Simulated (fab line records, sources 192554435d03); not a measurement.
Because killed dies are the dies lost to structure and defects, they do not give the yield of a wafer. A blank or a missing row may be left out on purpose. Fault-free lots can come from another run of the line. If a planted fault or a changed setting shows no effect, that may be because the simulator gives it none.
Which tool was responsible? -- flow n5 finfet -- 27 wafers from 9 lots sampled at 6 of the route's 1938 steps

== WHAT EACH GAUGE READ, for each wafer ==
N5_SD_ACTIVATION_RS_MEAS_03: measures by four-point-probe. Usual: RS_SD_N 22.0 ohm/sq, standard deviation 0.31; RS_SD_P 56.5 ohm/sq, standard deviation 0.82.
lot,measured,on,RS_SD_N (ohm/sq),RS_SD_P (ohm/sq),flag
L262,day 4 10:34,film metro-01,22.3 21.7 21.7,56.0 55.9 55.7,
L268,day 6 01:11,film metro-02,29.8 30.9 30.1,58.7 60.0 60.4,OFF
L269,day 6 11:04,film metro-02,29.4 29.9 29.7,58.6 58.8 57.8,OFF
L270,day 6 18:02,film metro-02,29.7 29.7 29.8,57.4 57.7 56.7,OFF
L272,day 7 01:10,film metro-01,22.5 22.1 22.0,57.6 58.0 57.5,
L275,day 8 00:33,film metro-02,22.5 22.3 22.1,57.4 58.1 57.3,
L276,day 8 02:05,film metro-02,21.7 21.9 22.1,56.9 56.6 56.9,
L278,day 8 15:59,film metro-01,22.4 21.9 21.8,56.0 56.1 56.2,
L281,day 9 10:19,film metro-01,22.1 21.7 22.2,56.5 56.3 56.0,

N5_BEOL_M4_RC_MEAS_101. Usual: DIBL_N 36.3 mV/V, standard deviation 1.2; DIBL_P 36.7 mV/V, standard deviation 1.5; IOFF_N 0.164 nA/um, standard deviation 0.02; IOFF_P 0.214 nA/um, standard deviation 0.024; ION_N 673 uA/um, standard deviation 8.5; ION_P 461 uA/um, standard deviation 5.9; RC_DENSE_N 19.1 ohm.um, standard deviation 0.35; RC_N 15.57 ohm.um, standard deviation 0.27; REXT_N 75.3 ohm.um, standard deviation 1.5; RS_SD_N 28.5 ohm/sq, standard deviation 0.36; SS_N 71.6 mV/dec, standard deviation 0.44; SS_P 73.3 mV/dec, standard deviation 0.55; VT_N 249.4 mV, standard deviation 2.4; VT_P -250.0 mV, standard deviation 2.3.
lot,measured,on,DIBL_N (mV/V),DIBL_P (mV/V),IOFF_N (nA/um),IOFF_P (nA/um),ION_N (uA/um),ION_P (uA/um),RC_DENSE_N (ohm.um),RC_N (ohm.um),REXT_N (ohm.um),RS_SD_N (ohm/sq),SS_N (mV/dec),SS_P (mV/dec),VT_N (mV),VT_P (mV),flag
L262,day 8 20:59,prober-01,36.0 36.0 36.9,36.0 35.6 37.8,0.149 0.144 0.173,0.187 0.178 0.210,658 661 673,446 452 458,19.6 20.0 19.2,15.85 16.56 15.72,75.8 74.6 74.5,28.9 28.4 28.2,71.7 71.4 72.4,73.1 73.0 73.6,253.4 253.4 250.8,-250.9 -251.6 -251.3,
L268,day 10 14:32,prober-01,34.6 35.0 35.7,35.4 36.3 37.1,0.147 0.161 0.170,0.204 0.213 0.224,665 662 661,468 463 458,25.5 25.4 25.5,20.77 20.76 20.94,89.6 90.5 90.4,36.9 37.5 37.5,71.3 71.3 71.7,73.2 73.4 73.9,250.6 247.7 247.9,-251.3 -250.8 -248.7,OFF
L269,day 10 17:22,prober-02,38.1 36.4 35.5,39.1 37.5 35.4,0.209 0.166 0.145,0.265 0.241 0.200,676 657 652,469 458 455,26.2 25.8 25.5,21.24 21.09 20.94,88.7 89.7 88.9,36.2 37.3 37.1,72.2 72.1 71.5,74.8 74.4 73.3,247.4 251.1 252.1,-248.7 -247.9 -251.4,OFF
L270,day 11 07:54,prober-02,37.5 35.8 36.9,36.5 34.9 35.4,0.159 0.143 0.155,0.199 0.182 0.201,658 648 648,455 450 450,25.0 25.3 26.0,20.54 20.70 21.09,90.6 91.8 91.4,37.1 36.6 36.5,71.3 71.4 71.9,73.4 73.3 73.1,249.2 251.2 250.5,-251.2 -253.1 -249.1,OFF
L272,day 11 14:03,prober-01,37.2 36.6 36.7,36.8 36.3 36.4,0.174 0.165 0.160,0.223 0.218 0.224,675 671 678,460 460 467,19.2 19.3 19.3,15.73 15.62 15.82,77.0 76.3 77.1,29.0 28.6 28.6,72.2 71.4 72.6,73.9 73.3 73.4,251.4 248.3 253.3,-249.7 -249.7 -249.6,
L275,day 12 18:50,prober-02,35.7 35.6 35.6,36.6 36.9 36.2,0.176 0.173 0.174,0.214 0.209 0.202,678 675 682,460 461 459,19.2 19.6 19.4,15.42 15.94 15.88,77.7 78.3 77.4,29.3 29.2 29.0,71.9 72.3 72.5,73.4 73.1 73.6,248.0 249.2 247.9,-253.1 -250.9 -251.1,
L276,day 12 16:58,prober-01,33.7 32.4 34.8,35.5 33.5 36.5,0.131 0.114 0.151,0.181 0.160 0.200,664 662 660,458 455 454,19.0 18.9 18.4,15.37 15.58 15.04,75.6 75.0 74.3,28.3 28.3 28.7,71.2 71.1 70.9,72.7 72.2 73.3,252.4 254.5 249.7,-252.3 -253.9 -249.8,
L278,day 12 22:19,prober-02,38.6 36.9 39.0,37.3 36.2 37.4,0.201 0.162 0.196,0.240 0.213 0.229,679 664 666,465 454 460,19.0 19.1 19.2,15.45 15.53 15.66,74.2 75.8 75.2,28.4 28.8 28.6,71.2 70.9 71.8,73.5 73.0 73.7,245.6 249.2 246.6,-246.5 -248.0 -249.1,
L281,day 13 19:11,prober-02,36.3 36.1 38.6,38.1 38.3 40.1,0.159 0.160 0.200,0.214 0.214 0.258,680 672 682,465 465 469,18.8 18.9 19.4,15.25 15.62 15.71,74.1 73.4 74.0,28.4 28.1 28.6,71.2 71.2 72.3,73.8 73.3 74.7,251.0 251.5 247.2,-251.5 -250.7 -249.7,

== TOOL THAT RAN EACH LOT (tool first, then ch and the chambers of the sampled wafers, then the start) ==
lot,N5_SD_ACTIVATION_LSA_01,N5_ILD0_CMP_03,N5_ILD0_ALD_15,N5_SDB_HM_DEP_00
L262,"laser anneal-01 ch 0, day 4 10:22","cmp-04 ch 0,2,3, day 4 13:42","ald sin-02 ch 1,2,3, day 4 16:12","pecvd-01 ch 0,1,2, day 4 18:46"
L268,"laser anneal-01, day 6 00:59","cmp-04 ch 1,2,3, day 6 03:59","ald sin-01 ch 0,1,2, day 6 05:15","pecvd-04 ch 0,2, day 6 07:49"
L269,"laser anneal-02, day 6 10:53","cmp-03 ch 0,1,3, day 6 13:47","ald sin-01 ch 0,3, day 6 15:08","pecvd-03 ch 0,2, day 6 17:41"
L270,"laser anneal-01, day 6 17:50","cmp-01 ch 0,2, day 6 20:45","ald sin-02 ch 0,1, day 6 22:19","pecvd-01 ch 0,1, day 7 00:52"
L272,"laser anneal-02 ch 0, day 7 00:59","cmp-04 ch 1,2, day 7 03:55","ald sin-02 ch 1,2,3, day 7 05:15","pecvd-01 ch 1,2, day 7 07:49"
L275,"laser anneal-01 ch 0, day 8 00:21","cmp-04 ch 0,1, day 8 04:24","ald sin-01 ch 1,2,3, day 8 06:48","pecvd-03 ch 0,1, day 8 09:21"
L276,"laser anneal-02 ch 0, day 8 01:53","cmp-04 ch 0,2,3, day 8 05:20","ald sin-02 ch 1,2, day 8 06:53","pecvd-01 ch 1,2, day 8 09:32"
L278,"laser anneal-02 ch 0, day 8 15:47","cmp-01 ch 2,3, day 8 18:52","ald sin-02 ch 1,3, day 8 20:37","pecvd-01 ch 0,2, day 8 23:12"
L281,"laser anneal-01 ch 0, day 9 10:07","cmp-03 ch 0,1,3, day 9 13:02","ald sin-02 ch 0,1,3, day 9 14:32","pecvd-03 ch 1,2, day 9 17:05"
- N5_SD_ACTIVATION_LSA_01: time 0.0008 s.
- N5_ILD0_CMP_03: polishes, stops on SiNx, t overpolish 1.9 s, target thk 197.38 nm.
- N5_ILD0_ALD_15: deposits SiNx, target thk 24 nm, pulse time 1 s, ald cycles 480.
- N5_SDB_HM_DEP_00: deposits SiNx from SiH4/NH3/N2, target thk 40 nm, time 35.3 s.

== AS READ BY THE TOOLS THEMSELVES (means over the sampled wafers that have a number; for cases with no such wafer, the mark the record gives instead) ==
N5_SD_ACTIVATION_LSA_01. Usual: wafer_temp_C_max reads 1085.7 (standard deviation 1.1).
lot,tool,wafer_temp_C_max,flag
L262,laser anneal-01,1086.3,
L268,laser anneal-01,-,OFF
L269,laser anneal-02,-,OFF
L270,laser anneal-01,-,OFF
L272,laser anneal-02,1085.5,
L275,laser anneal-01,1085.1,
L276,laser anneal-02,1084.2,
L278,laser anneal-02,1085.5,
L281,laser anneal-01,1086.2,

N5_ILD0_CMP_03. Usual: motor current A 12.5 A, standard deviation 1.4; overpolish run s 1.901 s, standard deviation 0.0089; pad life wafers 1214, standard deviation 430; time to endpoint s 68.0 s, standard deviation 2.7.
lot,tool,motor current A (A),overpolish run s (s),pad life wafers,time to endpoint s (s),flag
L262,cmp-04,11.6,1.897,1154,64.4,
L268,cmp-04,12.6,1.900,1460,66.3,
L269,cmp-03,12.1,1.909,1190,66.8,
L270,cmp-01,13.7,1.886,853,69.9,
L272,cmp-04,12.3,1.905,1668,69.4,
L275,cmp-04,13.5,1.906,1832,67.0,
L276,cmp-04,11.8,1.903,1844,67.7,
L278,cmp-01,13.3,1.905,1382,71.6,
L281,cmp-03,12.6,1.902,1568,69.5,

N5_ILD0_ALD_15. Usual: heater power w 876 W, standard deviation 88; precursor pulse height rel 0.999, standard deviation 0.02.
lot,tool,heater power w (W),precursor pulse height rel,flag
L262,ald sin-02,877,1.018,
L268,ald sin-01,868,1.004,
L269,ald sin-01,873,1.000,
L270,ald sin-02,891,0.972,
L272,ald sin-02,882,1.023,
L275,ald sin-01,785,1.019,
L276,ald sin-02,863,0.992,
L278,ald sin-02,917,1.000,
L281,ald sin-02,911,0.988,

N5_SDB_HM_DEP_00. Usual: heater power w 675 W, standard deviation 70; showerhead plenum p Torr 5.13 Torr, standard deviation 0.04; showerhead vpp V 1072 V, standard deviation 44; throttle valve pct 39.7 %, standard deviation 1.6.
lot,tool,heater power w (W),showerhead plenum p Torr (Torr),showerhead vpp V (V),throttle valve pct (%),flag
L262,pecvd-01,609,5.16,1095,39.7,
L268,pecvd-04,747,5.11,1041,40.2,
L269,pecvd-03,827,5.08,1002,38.3,
L270,pecvd-01,600,5.15,1098,40.0,
L272,pecvd-01,627,5.17,1076,39.6,
L275,pecvd-03,670,5.11,1095,38.5,
L276,pecvd-01,569,5.16,1074,39.7,
L278,pecvd-01,659,5.17,1108,39.9,
L281,pecvd-03,759,5.07,1021,38.2,

== THE ANSWER, worked out from the rows above alone ==
Rule: lot off if the mean of its wafers having a number is beyond 3 standard deviations from the usual mean. Also off: a lot with no number at a reading for which 4 or more lots have one. All remaining lots with rows at the step are treated as sound. First the gauges in route order, then the tools' own readings, where a lot's mean is used as printed above. The first step at which some lot is off is used, and at that step the reading that is off furthest; a lot without a number counts as furthest.
Off: L268, L269, L270, seen at N5_SD_ACTIVATION_RS_MEAS_03 (RS_SD_N).
A tool fits if, at a process step before that reading, it ran every lot that is off, and no sound lot after the first of them. Not tried: the gauges at N5_SD_ACTIVATION_RS_MEAS_03; whatever is off there is also off at N5_BEOL_M4_RC_MEAS_101, on other tools, and gauge error can't account for it. No candidate that was tried fits.

== WHAT THE SIMULATOR PUT IN ==
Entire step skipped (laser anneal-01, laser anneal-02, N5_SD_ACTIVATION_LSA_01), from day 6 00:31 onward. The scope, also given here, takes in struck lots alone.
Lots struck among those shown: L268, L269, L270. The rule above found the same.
